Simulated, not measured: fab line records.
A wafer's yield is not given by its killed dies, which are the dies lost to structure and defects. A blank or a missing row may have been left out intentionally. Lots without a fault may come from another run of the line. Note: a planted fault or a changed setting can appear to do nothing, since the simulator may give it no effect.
Lot-split experiment :: flow n5_finfet :: on a route of 1938 steps: 7 lots, 21 wafers read

## SPLIT DETAILS
At N5_BEOL_M12_COAT_04 (resist thk 400 nm), the setting spin_rpm was moved away from the recipe's 1625 rpm on 4 of the 21 wafers read, by -10.3% to -4.9%. This setting was run at the recipe's value on the other wafers.

## FROM THE SPLIT TO THE READING: what the file shows between them, 4 steps
- N5_BEOL_M12_EBR_06
- N5_BEOL_M12_SOFTBAKE_05: time 60 s
- N5_BEOL_M12_DESCUM_15: chemistry O2, time 7.9 s
- N5_BEOL_M12_ETCH_59: etches BARC in N2/H2, target depth 89 nm, overetch 26.7 nm, time 67.9 s

## THE READING
coat_of_BEOL_M12_COAT_04.thk_nm (the simulator's own value, which no gauge read), in nm, at N5_BEOL_M12_VIA_ETCH_16 (etches SiOC in C4F8/O2/Ar, target depth 724.8 nm). There is no usual value for it anywhere in the file. Average 124.6 nm, standard deviation 3.1 nm, over the 17 wafers here run with the recipe.

wafer: L076.1
tool, chamber at the split: litho_track-01, 0
spin_rpm as run, rpm: 1625
against the recipe: recipe
coat_of_BEOL_M12_COAT_04.thk_nm, nm: 125.6
against lot-mates on the recipe: -

wafer: L076.3
tool, chamber at the split: litho_track-01, 0
spin_rpm as run, rpm: 1625
against the recipe: recipe
coat_of_BEOL_M12_COAT_04.thk_nm, nm: 123.4
against lot-mates on the recipe: -

wafer: L076.5
tool, chamber at the split: litho_track-01, 0
spin_rpm as run, rpm: 1625
against the recipe: recipe
coat_of_BEOL_M12_COAT_04.thk_nm, nm: 128.2
against lot-mates on the recipe: -

wafer: L081.3
tool, chamber at the split: litho_track-02, 0
spin_rpm as run, rpm: 1625
against the recipe: recipe
coat_of_BEOL_M12_COAT_04.thk_nm, nm: 122.2
against lot-mates on the recipe: -

wafer: L081.4
tool, chamber at the split: litho_track-02, 0
spin_rpm as run, rpm: 1477
against the recipe: -9.1%
coat_of_BEOL_M12_COAT_04.thk_nm, nm: 132.4
against lot-mates on the recipe: +12.1

wafer: L081.6
tool, chamber at the split: litho_track-02, 0
spin_rpm as run, rpm: 1625
against the recipe: recipe
coat_of_BEOL_M12_COAT_04.thk_nm, nm: 118.4
against lot-mates on the recipe: -

wafer: L080.1
tool, chamber at the split: litho_track-02, 0
spin_rpm as run, rpm: 1625
against the recipe: recipe
coat_of_BEOL_M12_COAT_04.thk_nm, nm: 127.2
against lot-mates on the recipe: -

wafer: L080.3
tool, chamber at the split: litho_track-02, 0
spin_rpm as run, rpm: 1458
against the recipe: -10.3%
coat_of_BEOL_M12_COAT_04.thk_nm, nm: 144.6
against lot-mates on the recipe: +17.4

wafer: L080.6
tool, chamber at the split: litho_track-02, 0
spin_rpm as run, rpm: 1458
against the recipe: -10.3%
coat_of_BEOL_M12_COAT_04.thk_nm, nm: 142.4
against lot-mates on the recipe: +15.2

wafer: L083.2
tool, chamber at the split: litho_track-03, 0
spin_rpm as run, rpm: 1625
against the recipe: recipe
coat_of_BEOL_M12_COAT_04.thk_nm, nm: 127.4
against lot-mates on the recipe: -

wafer: L083.4
tool, chamber at the split: litho_track-03, 0
spin_rpm as run, rpm: 1625
against the recipe: recipe
coat_of_BEOL_M12_COAT_04.thk_nm, nm: 121.4
against lot-mates on the recipe: -

wafer: L083.5
tool, chamber at the split: litho_track-03, 0
spin_rpm as run, rpm: 1625
against the recipe: recipe
coat_of_BEOL_M12_COAT_04.thk_nm, nm: 126.6
against lot-mates on the recipe: -

wafer: L095.1
tool, chamber at the split: litho_track-02, 0
spin_rpm as run, rpm: 1625
against the recipe: recipe
coat_of_BEOL_M12_COAT_04.thk_nm, nm: 120.6
against lot-mates on the recipe: -

wafer: L095.3
tool, chamber at the split: litho_track-02, 0
spin_rpm as run, rpm: 1625
against the recipe: recipe
coat_of_BEOL_M12_COAT_04.thk_nm, nm: 123
against lot-mates on the recipe: -

wafer: L095.4
tool, chamber at the split: litho_track-02, 0
spin_rpm as run, rpm: 1625
against the recipe: recipe
coat_of_BEOL_M12_COAT_04.thk_nm, nm: 127
against lot-mates on the recipe: -

wafer: L096.2
tool, chamber at the split: litho_track-02, 0
spin_rpm as run, rpm: 1625
against the recipe: recipe
coat_of_BEOL_M12_COAT_04.thk_nm, nm: 122
against lot-mates on the recipe: -

wafer: L096.4
tool, chamber at the split: litho_track-02, 0
spin_rpm as run, rpm: 1546
against the recipe: -4.9%
coat_of_BEOL_M12_COAT_04.thk_nm, nm: 131.2
against lot-mates on the recipe: +7.9

wafer: L096.6
tool, chamber at the split: litho_track-02, 0
spin_rpm as run, rpm: 1625
against the recipe: recipe
coat_of_BEOL_M12_COAT_04.thk_nm, nm: 124.6
against lot-mates on the recipe: -

wafer: L097.1
tool, chamber at the split: litho_track-01, 0
spin_rpm as run, rpm: 1625
against the recipe: recipe
coat_of_BEOL_M12_COAT_04.thk_nm, nm: 128.4
against lot-mates on the recipe: -

wafer: L097.3
tool, chamber at the split: litho_track-01, 0
spin_rpm as run, rpm: 1625
against the recipe: recipe
coat_of_BEOL_M12_COAT_04.thk_nm, nm: 129.4
against lot-mates on the recipe: -

wafer: L097.6
tool, chamber at the split: litho_track-01, 0
spin_rpm as run, rpm: 1625
against the recipe: recipe
coat_of_BEOL_M12_COAT_04.thk_nm, nm: 122
against lot-mates on the recipe: -

THE FIT
A straight line over all 21 wafers: coat_of_BEOL_M12_COAT_04.thk_nm changes by -1.56 nm for each +1% of spin_rpm; r = -0.86; the points scatter about the line by 3.4 nm.
The same after taking each lot's own level away (the mean of its wafers on the recipe; 21 wafers): -1.52 nm for each +1%; r = -0.92; scatter 2.3 nm.
According to that fit, moving spin_rpm by its largest amount changes the reading by 16 nm.
Measured against the standard deviation above, the lots' own levels, which go from 120.30 to 127.20 nm, span 2.2 times it.
So the lot-to-lot level changes the slope little: the two slopes agree.
Check: +14.8 nm against its lot-mates is what the line predicts for one of the wafers moved furthest among these (-10.3%) when that wafer is left out of the fit. Against them it came out at +17.4 nm.

## ADDITIONAL SPLITS CARRIED BY THESE WAFERS
Other splits were also applied to these wafers ahead of the reading. Each is held against what the fit with the lots' levels taken away leaves over:
other split on the same wafers: N5_BEOL_M8_PECVD_70 time_s
wafers away from the commonest value: 5
r with coat_of_BEOL_M12_COAT_04.thk_nm (lot level and that fit taken away): +0.01

other split on the same wafers: N5_BEOL_M9_ILD_DEP_00 time_s
wafers away from the commonest value: 8
r with coat_of_BEOL_M12_COAT_04.thk_nm (lot level and that fit taken away): -0.16

other split on the same wafers: N5_BEOL_M9_ETCH_62 time_s
wafers away from the commonest value: 10
r with coat_of_BEOL_M12_COAT_04.thk_nm (lot level and that fit taken away): -0.05

other split on the same wafers: N5_BEOL_M10_EXPOSE_25 dose_mj
wafers away from the commonest value: 8
r with coat_of_BEOL_M12_COAT_04.thk_nm (lot level and that fit taken away): -0.06

other split on the same wafers: N5_BEOL_M10_VIA_ETCH_34 time_s
wafers away from the commonest value: 6
r with coat_of_BEOL_M12_COAT_04.thk_nm (lot level and that fit taken away): -0.03

other split on the same wafers: N5_BEOL_M11_DEP_56 time_s
wafers away from the commonest value: 3
r with coat_of_BEOL_M12_COAT_04.thk_nm (lot level and that fit taken away): +0.17

## THE WHOLE CHAIN: every reading that the file lists as answering this split, in the file's order
step: N5_BEOL_M12_COAT_04
what it does: resist thk 400 nm
reading: coat_of_BEOL_M12_COAT_04.thk_nm (the simulator's own value, which no gauge read)
change (the file's fit): -2.15 nm for each +1% of the setting
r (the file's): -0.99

step: N5_BEOL_M12_ETCH_59
what it does: etches BARC in N2/H2, target depth 89 nm, overetch 26.7 nm, time 67.9 s
reading: coat_of_BEOL_M12_COAT_04.thk_nm (the simulator's own value, which no gauge read)
change (the file's fit): -1.9 nm for each +1% of the setting
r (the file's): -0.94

step: N5_BEOL_M12_VIA_ETCH_16
what it does: etches SiOC in C4F8/O2/Ar, target depth 724.8 nm
reading: coat_of_BEOL_M12_COAT_04.thk_nm (the simulator's own value, which no gauge read)
change (the file's fit): -1.49 nm for each +1% of the setting
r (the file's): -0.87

step: N5_BEOL_M12_STRIP_63
what it does: strips in N2/H2
reading: strip_time_to_endpoint_s
change (the file's fit): withheld for each +1% of the setting
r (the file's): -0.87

## THE FILE'S OWN FIT
coat_of_BEOL_M12_COAT_04.thk_nm changes by -1.49 nm for each +1% of spin_rpm, r = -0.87.
